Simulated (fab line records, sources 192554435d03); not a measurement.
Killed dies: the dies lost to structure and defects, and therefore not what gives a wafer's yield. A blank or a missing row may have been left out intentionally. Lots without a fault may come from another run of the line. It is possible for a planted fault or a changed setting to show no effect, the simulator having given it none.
Matching of chambers | flow n5_finfet | rie_diel-03 running N5_BEOL_M13_ETCH_67: 4 sister chambers
The step etches SiARC in CF4, target depth 143 nm, time 238.3 s. 8 wafers are shown with their chamber, then 8 later ones without.

== WAFERS, EACH WITH ITS CHAMBER ==
wafer  | chamber | drypump_motor_current_A (A) | throttle_valve_pct (%)
L079.5 | 1       | 6.1                         | 15.46
L083.4 | 2       | 5.0                         | 15.72
L084.3 | 3       | 5.4                         | 15.19
L084.5 | 1       | 6.1                         | 15.47
L085.3 | 3       | 5.4                         | 15.21
L087.3 | 2       | 5.1                         | 15.75
L087.6 | 0       | 5.9                         | 15.78
L093.1 | 0       | 5.9                         | 15.80

== WAFERS WITHOUT THEIR CHAMBER ==
wafer  | drypump_motor_current_A (A) | throttle_valve_pct (%)
L093.5 | 5.1                         | 15.79
L093.6 | 6.1                         | 15.50
L094.2 | 5.9                         | 15.81
L094.3 | 5.1                         | 15.78
L094.5 | 5.1                         | 15.77
L095.1 | 6.1                         | 15.54
L095.2 | 5.9                         | 15.83
L095.4 | 5.4                         | 15.23

== THE CHAMBER EACH PASSED THROUGH ==
wafer  | from the rows above | in truth
L093.5 | 2                   | 2
L093.6 | 1                   | 1
L094.2 | 0                   | 0
L094.3 | 2                   | 2
L094.5 | 2                   | 2
L095.1 | 1                   | 1
L095.2 | 0                   | 0
L095.4 | 3                   | 3
Placed correctly: 8 of 8. Number that these rows cannot place: 0. Number placed wrongly: 0.
How it was worked out, from the rows above alone: a wafer's distance from a chamber is the root of the sum, over the readings, of the square of ((its reading less the chamber's mean) divided by the reading's scatter). If the next closest chamber is less than 2 further off than the closest, the wafer can't be placed; otherwise it belongs to the closest. The mean given for a chamber averages the wafers shown for that chamber. The scatter: take each reading less its chamber's mean, square it, sum over the shown wafers, divide by the number of wafers less the number of chambers, and take the root.
